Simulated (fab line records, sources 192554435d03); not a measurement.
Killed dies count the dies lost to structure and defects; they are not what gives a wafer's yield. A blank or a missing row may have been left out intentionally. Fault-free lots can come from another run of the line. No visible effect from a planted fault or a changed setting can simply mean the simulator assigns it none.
Shared-tool check    flow n5Finfet    Sampled: 9 lots, 27 wafers

## THE REASON FOR OPENING IT
On 2 of the 9 lots, a flag is raised at N5_BEOL_M0_SAQP_THK_MEAS_05 on the reading thkNm. Fault-free wafers read 60.0 nm, with a standard deviation of 0.67.
Rule: flag the lot when none of its wafers has a number, or when each of its wafers that has one lies beyond 4 standard deviations from that mean. The rest of the lots are taken to be sound.

lot   measured      on            thkNm (nm), wafer by wafer  flag
L623  day 5 10:11   filmMetro-02  59.9 59.3 60.0              
L625  day 6 00:37   filmMetro-02  59.4 60.6 60.8              
L626  day 6 03:33   filmMetro-02  59.8 60.0 61.0              
L635  day 8 11:34   filmMetro-02  59.6 60.0 59.7              
L636  day 8 17:42   filmMetro-01  59.8 61.0 60.9              
L640  day 9 22:34   filmMetro-02  50.1 50.7 50.1              FLAGGED
L641  day 9 23:35   filmMetro-01  49.8 51.0 51.9              FLAGGED
L645  day 10 23:59  filmMetro-01  60.2 60.3 60.8              
L646  day 11 03:52  filmMetro-01  60.1 60.7 60.9              
The mean of the flagged lots' numbers is 50.6 nm, -9.4 nm from the usual (-14 standard deviations).

## TOOL THAT RAN EACH LOT
3 process steps preceding the reading are held in the record, out of 1938 steps in the route. In each cell: the tool, then ch and the chambers that the sampled wafers went through, then the start.
lot   flag     N5_BEOL_M0_SAQP_PECVD_00         N5_BEOL_M0_SAQP_PECVD_03        N5_BEOL_M0_SAQP_PECVD_04
L623           pecvd-03 ch 1, day 5 09:24       pecvd-02 ch 0,2, day 5 09:58    pecvd-02 ch 0,2, day 5 10:05
L625           pecvd-03 ch 1,2, day 5 22:39     pecvd-03 ch 1,2, day 6 00:19    pecvd-03 ch 1,2, day 6 00:29
L626           pecvd-01 ch 0,1,2, day 6 01:39   pecvd-02 ch 0,2, day 6 03:20    pecvd-02 ch 0,2, day 6 03:27
L635           pecvd-02 ch 1,2, day 8 10:29     pecvd-01 ch 0,2, day 8 11:22    pecvd-01 ch 0,2, day 8 11:28
L636           pecvd-01 ch 0,1, day 8 14:08     pecvd-03 ch 0,1, day 8 17:29    pecvd-03 ch 0,1, day 8 17:36
L640  FLAGGED  pecvd-02 ch 0, day 9 18:25       pecvd-03 ch 0,2, day 9 22:21    pecvd-03 ch 0,2, day 9 22:28
L641  FLAGGED  pecvd-03 ch 0,2, day 9 21:26     pecvd-03 ch 0,1,2, day 9 23:22  pecvd-03 ch 0,1,2, day 9 23:29
L645           pecvd-03 ch 0,1,2, day 10 21:38  pecvd-01 ch 0,2, day 10 23:46   pecvd-01 ch 0,2, day 10 23:53
L646           pecvd-02 ch 0,1,2, day 11 03:05  pecvd-02 ch 0,1, day 11 03:40   pecvd-02 ch 0,1, day 11 03:46
What the steps here do:
- N5_BEOL_M0_SAQP_PECVD_00: deposits SiCN from 3MS/NH3, target thk 8 nm, time 14 s.
- N5_BEOL_M0_SAQP_PECVD_03: deposits SiCN from 3MS/NH3, target thk 12 nm, time 21.1 s.
- N5_BEOL_M0_SAQP_PECVD_04: deposits a-Si from SiH4/He, target thk 60 nm, time 60.2 s.
- N5_BEOL_M0_SAQP_THK_MEAS_05

## FLAGGED AGAINST TOTAL, ONE TOOL AT A TIME (gauges that did the reading follow at the end)
step                         tool          lots run  flagged  share of the flagged lots  sound lots run after its first flagged lot
N5_BEOL_M0_SAQP_PECVD_00     pecvd-01      2         0        none                       -
N5_BEOL_M0_SAQP_PECVD_00     pecvd-02      3         1        some                       1 (L646)
N5_BEOL_M0_SAQP_PECVD_00     pecvd-03      4         1        some                       1 (L645)
N5_BEOL_M0_SAQP_PECVD_03     pecvd-01      2         0        none                       -
N5_BEOL_M0_SAQP_PECVD_03     pecvd-02      3         0        none                       -
N5_BEOL_M0_SAQP_PECVD_03     pecvd-03      4         2        all                        0
N5_BEOL_M0_SAQP_PECVD_04     pecvd-01      2         0        none                       -
N5_BEOL_M0_SAQP_PECVD_04     pecvd-02      3         0        none                       -
N5_BEOL_M0_SAQP_PECVD_04     pecvd-03      4         2        all                        0
N5_BEOL_M0_SAQP_THK_MEAS_05  filmMetro-01  4         1        some                       2 (L645,L646)
N5_BEOL_M0_SAQP_THK_MEAS_05  filmMetro-02  5         1        some                       0

## WHAT THE TABLE PERMITS
Table rows that saw every flagged lot: 2, namely pecvd-03 at N5_BEOL_M0_SAQP_PECVD_03 and pecvd-03 at N5_BEOL_M0_SAQP_PECVD_04.
- pecvd-03 at N5_BEOL_M0_SAQP_PECVD_03: 2 of its 4 lots flagged. Last sound lot L636 at day 8 17:29, first flagged lot L640 at day 9 22:21; a fault beginning in between fits.
- pecvd-03 at N5_BEOL_M0_SAQP_PECVD_04: 2 of its 4 lots flagged. Last sound lot L636 at day 8 17:36, first flagged lot L640 at day 9 22:28; a fault beginning in between fits.
One tool is left: pecvd-03 at N5_BEOL_M0_SAQP_PECVD_03 and N5_BEOL_M0_SAQP_PECVD_04.

## WHAT THE SIMULATOR PUT IN
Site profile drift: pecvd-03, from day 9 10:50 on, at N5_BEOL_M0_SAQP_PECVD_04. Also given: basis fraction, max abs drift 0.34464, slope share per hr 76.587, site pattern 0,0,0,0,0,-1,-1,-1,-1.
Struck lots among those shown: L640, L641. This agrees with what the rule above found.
